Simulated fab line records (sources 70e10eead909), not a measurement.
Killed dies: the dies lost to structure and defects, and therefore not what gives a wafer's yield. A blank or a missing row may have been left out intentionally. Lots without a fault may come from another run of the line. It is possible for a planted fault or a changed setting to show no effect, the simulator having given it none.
A struck lot beside a sound one | flow nand-harc | 14 steps out of a route of 1302
Sound: the wafers L479.1, L479.2, L479.5. The struck wafers were L482.1, L482.3, L482.4. The cause is named last.
Per side, at each step with rows, come the tool, then ch with its chambers, and then its first start. Under that, the readings that differ: sound wafers | struck wafers | difference of the means | sigmas: that difference in standard deviations of wafers without a fault.
alike: same words and numbers on both sides, and readings whose means sit less than 2 such deviations apart. not compared: any withheld reading, any reading some wafer has no value for, any bound like >300 that may hide the same value, and any number with overlapping values for which the record gives no deviation.
A row with sigmas, a row that says differs or no value, or rows on one side alone: a step with any of these is where the two part. Numbers that have no deviation but don't overlap get no sigmas and don't part them. A reading that every wafer of one side lacks parts them only if that side has two wafers or more.

first, 3 steps without rows for these wafers: NHARC_THIN_TSV_EXPOSE_09 (exposes mask TSV); NHARC_THIN_TSV_PEB_10 (peb time 85 s); NHARC_THIN_TSV_DEVELOP_11 (time 70 s).
NHARC_THIN_TSV_CD_MEAS_12: target cd 1000 nm.
  sound on cd-sem-01 ch 0, day 30 01:28; struck on cd-sem-01 ch 0, day 31 16:31
  alike: cd-nm
then, 1 step without rows for these wafers: NHARC_THIN_TSV_HARDBAKE_13 (time 80 s).
NHARC_THIN_TSV_DESCUM_14: chemistry O2, time 3 s.
  sound on rie-diel-09 ch 0,1,3, day 30 01:38; struck on rie-diel-05 ch 0,1,3, day 31 16:41
  alike: chamber-pressure-mTorr, drypump-motor-current-A, oes-product-au, rf-vpp-V, showerhead-plenum-p-Torr, throttle-valve-pct
  not compared: rf-hours-counter-h
NHARC_THIN_TSV_ETCH_44: etches the open film in CF4/O2, target depth 1594.2 nm, time 797.1 s.
  sound on rie-diel-09 ch 0,2,3, day 30 01:43; struck on rie-diel-05 ch 0,1,2, day 31 16:49
  alike: chamber-pressure-mTorr, drypump-motor-current-A, oes-product-au, rf-vpp-V, showerhead-plenum-p-Torr, throttle-valve-pct
  not compared: rf-hours-counter-h
NHARC_THIN_TSV_ETCH_15: target depth 3000 nm, bosch target overetch cycles 2, bosch etch step 2.8 s.
  sound on rie-si-02 ch 2,3, day 30 02:17; struck on rie-si-06 ch 0,1,3, day 31 17:21
  alike: drypump-motor-current-A
  not compared: rf-hours-counter-h
NHARC_THIN_TSV_CD_MEAS_16:
  struck on cd-sem-02, day 31 17:29; sound on cd-sem-02, day 30 02:26
  alike: cd-nm
then, 2 steps without rows for these wafers: NHARC_THIN_TSV_STRIP_45 (strips in O2); NHARC_THIN_TSV_STRIP_46 (strips in post etch residue remover, time 1200 s).
NHARC_THIN_TSV_DEP_47: deposits SiO2, target thk 200 nm.
  sound on pecvd-01 ch 0,1, day 30 03:22; struck on pecvd-01 ch 0,2, day 31 18:25
  alike: showerhead-vpp-V, throttle-valve-pct
NHARC_THIN_TSV_ETCHBACK_48: etches the open film in C4F8/Ar, target depth 1028.5 nm, time 405.17 s.
  sound on rie-diel-07 ch 1,2,3, day 30 03:49; struck on rie-diel-07 ch 1,2,3, day 31 18:46
  no value came back on the struck wafers for any of 5 readings (bias-w (W), chamber-pressure-mTorr (mTorr) and others); on the sound wafers bias-w (W) reads 300.6 300.1 300.0
  not compared: rf-hours-counter-h
NHARC_THIN_TSV_STRIP_62: strips in N2/H2, time 20 s.
  sound on plasma-asher-02 ch 0,1, day 30 04:44; struck on plasma-asher-01 ch 0,1, day 31 19:09
  reading            | sound       | struck      | difference | sigmas
  heater-power-w (W) | 324 339 324 | 359 357 354 | +28        | +2
  alike: drypump-motor-current-A
  not compared: rf-hours-counter-h

WHERE THEY PART
At NHARC_THIN_TSV_ETCHBACK_48 first; at NHARC_THIN_TSV_STRIP_62 last (within this record only).

WHY: what had been put in by the simulator
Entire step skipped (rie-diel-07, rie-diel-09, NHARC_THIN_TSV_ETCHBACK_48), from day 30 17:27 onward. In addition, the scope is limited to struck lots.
